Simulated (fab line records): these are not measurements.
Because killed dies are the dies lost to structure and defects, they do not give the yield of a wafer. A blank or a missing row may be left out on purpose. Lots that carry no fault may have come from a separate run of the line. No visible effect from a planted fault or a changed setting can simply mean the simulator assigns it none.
Split-lot experiment | flow n5Finfet | on a route of 1938 steps: 7 lots, 21 wafers read

THE SPLIT ITSELF
At N5_BEOL_M12_TRENCH_ETCH_34 (etches SiOC in C4F8/O2/Ar, target depth 318.95 nm, time 125.5 s), the setting timeS was moved away from the recipe's 125.5 s on 7 of the 21 wafers read, by +15.4% to +21.6%. For the rest of the wafers, this setting stayed at what the recipe calls for.

FROM THE SPLIT TO THE READING: what the file shows between them, 7 steps
- N5_BEOL_M12_STRIP_70: strips in C4F8/O2/Ar
- N5_BEOL_M12_OCD_MEAS_35
- N5_BEOL_M12_SPUTTER_45: material Cu, target thk 80 nm, time 13.33 s (also split here: timeS)
- N5_BEOL_M12_ECD_47: material Cu, target thk 720 nm
- N5_BEOL_M12_ANNEAL_48: time 90 s
- N5_BEOL_M12_PRE_CLEAN_52: time 15 s
- N5_BEOL_M12_DEP_53: deposits SiCN from 3MS/NH3, target thk 30 nm, time 10.5 s

THE READING
M12_RS (ohm/sq), read at N5_BEOL_M12_RS_MEAS_54 with a four-point probe. Fault-free wafers of this fab line usually give 0.0595 ohm/sq, standard deviation 0.00078 ohm/sq.

wafer  | tool, chamber at the split | timeS as run, s | against the recipe | M12_RS, ohm/sq | against lot-mates on the recipe
L074.1 | rieDiel-03, 0              | 125.5           | recipe             | 0.0584         | -
L074.2 | rieDiel-03, 3              | 125.5           | recipe             | 0.0595         | -
L074.3 | rieDiel-03, 1              | 125.5           | recipe             | 0.0596         | -
L076.1 | rieDiel-03, 2              | 147.6           | +17.6%             | 0.0501         | -0.0099
L076.2 | rieDiel-03, 3              | 125.5           | recipe             | 0.0594         | -
L076.4 | rieDiel-03, 1              | 125.5           | recipe             | 0.0606         | -
L078.2 | rieDiel-03, 3              | 125.5           | recipe             | 0.0583         | -
L078.3 | rieDiel-03, 2              | 125.5           | recipe             | 0.0586         | -
L078.6 | rieDiel-03, 1              | 146.8           | +17.0%             | 0.0507         | -0.0077
L082.1 | rieDiel-02, 1              | 152.6           | +21.6%             | 0.0500         | no lot-mate on the recipe
L082.3 | rieDiel-02, 0              | 152.6           | +21.6%             | 0.0495         | no lot-mate on the recipe
L082.4 | rieDiel-02, 2              | 152.6           | +21.6%             | 0.0484         | no lot-mate on the recipe
L084.2 | rieDiel-02, 0              | 125.5           | recipe             | 0.0595         | -
L084.3 | rieDiel-02, 1              | 125.5           | recipe             | 0.0607         | -
L084.5 | rieDiel-02, 0              | 125.5           | recipe             | 0.0607         | -
L087.3 | rieDiel-05, 1              | 125.5           | recipe             | 0.0586         | -
L087.4 | rieDiel-05, 0              | 125.5           | recipe             | 0.0594         | -
L087.5 | rieDiel-05, 3              | 125.5           | recipe             | 0.0590         | -
L095.2 | rieDiel-02, 0              | 144.8           | +15.4%             | 0.0523         | -0.0080
L095.4 | rieDiel-02, 2              | 144.8           | +15.4%             | 0.0511         | -0.0092
L095.5 | rieDiel-02, 0              | 125.5           | recipe             | 0.0603         | -

THE FIT
A straight line over all 21 wafers: M12_RS changes by -0.000489 ohm/sq for each +1% of timeS; r = -0.98; the points scatter about the line by 0.00082 ohm/sq.
The same after taking each lot's own level away (the mean of its wafers on the recipe; 18 wafers): -0.000532 ohm/sq for each +1%; r = -0.99; scatter 0.00061 ohm/sq.
On that fit, the largest move of timeS shifts the reading by 0.011 ohm/sq.
Measured against the standard deviation above, the lots' own levels, which go from 0.05845 to 0.06030 ohm/sq, span 2.4 times it.
The two slopes are in agreement: the lot-to-lot level therefore moves the slope only a little.
Check: -0.00916 ohm/sq against its lot-mates is what the line predicts for one of the wafers moved furthest among these (+17.6%) when that wafer is left out of the fit. Against them it came out at -0.0099 ohm/sq.

THESE WAFERS: OTHER SPLITS
Before the reading, these wafers also passed through other splits. Each is held against what the fit with the lots' levels taken away leaves over:
other split on the same wafers | wafers away from the commonest value | r with M12_RS (lot level and that fit taken away)
N5_BEOL_M11_DESCUM_16 timeS    | 12                                   | -0.21
N5_BEOL_M12_SPUTTER_45 timeS   | 8                                    | -0.17

THE WHOLE CHAIN: every reading that the file lists as answering this split, in the file's order
step                       | what it does                                                    | reading                                                       | change (the file's fit)               | r (the file's)
N5_BEOL_M12_TRENCH_ETCH_34 | etches SiOC in C4F8/O2/Ar, target depth 318.95 nm, time 125.5 s | etch.depthNm (the simulator's own value, which no gauge read) | +3.22 nm for each +1% of the setting  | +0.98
N5_BEOL_M12_OCD_MEAS_35    |                                                                 | trenchDepthNm                                                 | +3.25 nm for each +1% of the setting  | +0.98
N5_BEOL_M12_RS_MEAS_54     | measures by four-point-probe                                    | M12_RS                                                        | -0.000526 for each +1% of the setting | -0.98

FILE'S OWN FIT
M12_RS changes by -0.000526 ohm/sq for each +1% of timeS, r = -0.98.
